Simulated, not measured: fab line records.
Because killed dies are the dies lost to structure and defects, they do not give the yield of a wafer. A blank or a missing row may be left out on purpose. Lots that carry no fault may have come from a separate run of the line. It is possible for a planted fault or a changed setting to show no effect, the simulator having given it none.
Matching of chambers + flow nandHarc + NHARC_A_CHANNEL_FILL_D1_CMP_10 on cmp-04 has 4 sister chambers
The step polishes, target thk 150 nm. 8 wafers are shown with their chamber, then 7 later ones without.

== EACH WAFER AND ITS CHAMBER ==
| wafer  | chamber | timeToEndpointS (s) | motorCurrentA (A) |
|--------|---------|---------------------|-------------------|
| L642.5 | 2       | 14                  | 12.9              |
| L642.6 | 1       | 14                  | 12.2              |
| L647.1 | 3       | 22                  | 11.0              |
| L647.5 | 3       | 19                  | 11.5              |
| L653.3 | 1       | 12                  | 11.3              |
| L653.5 | 0       | 17                  | 12.6              |
| L657.1 | 2       | 13                  | 13.8              |
| L657.3 | 0       | 19                  | 13.5              |

== WAFERS WITH NO CHAMBER GIVEN ==
| wafer  | timeToEndpointS (s) | motorCurrentA (A) |
|--------|---------------------|-------------------|
| L657.6 | 20                  | 11.4              |
| L658.4 | 19                  | 11.4              |
| L658.5 | 20                  | 13.2              |
| L658.6 | 20                  | 11.1              |
| L660.1 | 19                  | 13.1              |
| L660.2 | 19                  | 11.1              |
| L660.5 | 20                  | 11.4              |

== WHICH CHAMBER EACH ONE RAN IN ==
| wafer  | from the rows above     | in truth |
|--------|-------------------------|----------|
| L657.6 | 3                       | 3        |
| L658.4 | can't be placed: 3 or 0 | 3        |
| L658.5 | 0                       | 0        |
| L658.6 | 3                       | 3        |
| L660.1 | 0                       | 0        |
| L660.2 | 3                       | 3        |
| L660.5 | 3                       | 3        |
Correctly placed: 6 of 7. These rows do not allow placing 1 (true chamber among the candidates in 1). Placed wrongly: 0.
How it was worked out, from the rows above alone: a wafer's distance from a chamber is the root of the sum, over the readings, of the square of ((its reading less the chamber's mean) divided by the reading's scatter). If the next closest chamber is less than 2 further off than the closest, the wafer can't be placed; otherwise it belongs to the closest. A chamber's mean is the mean of its shown wafers. The scatter: the root of (the sum of the squares of (reading less its chamber's mean) over the shown wafers, divided by (wafers less chambers)).
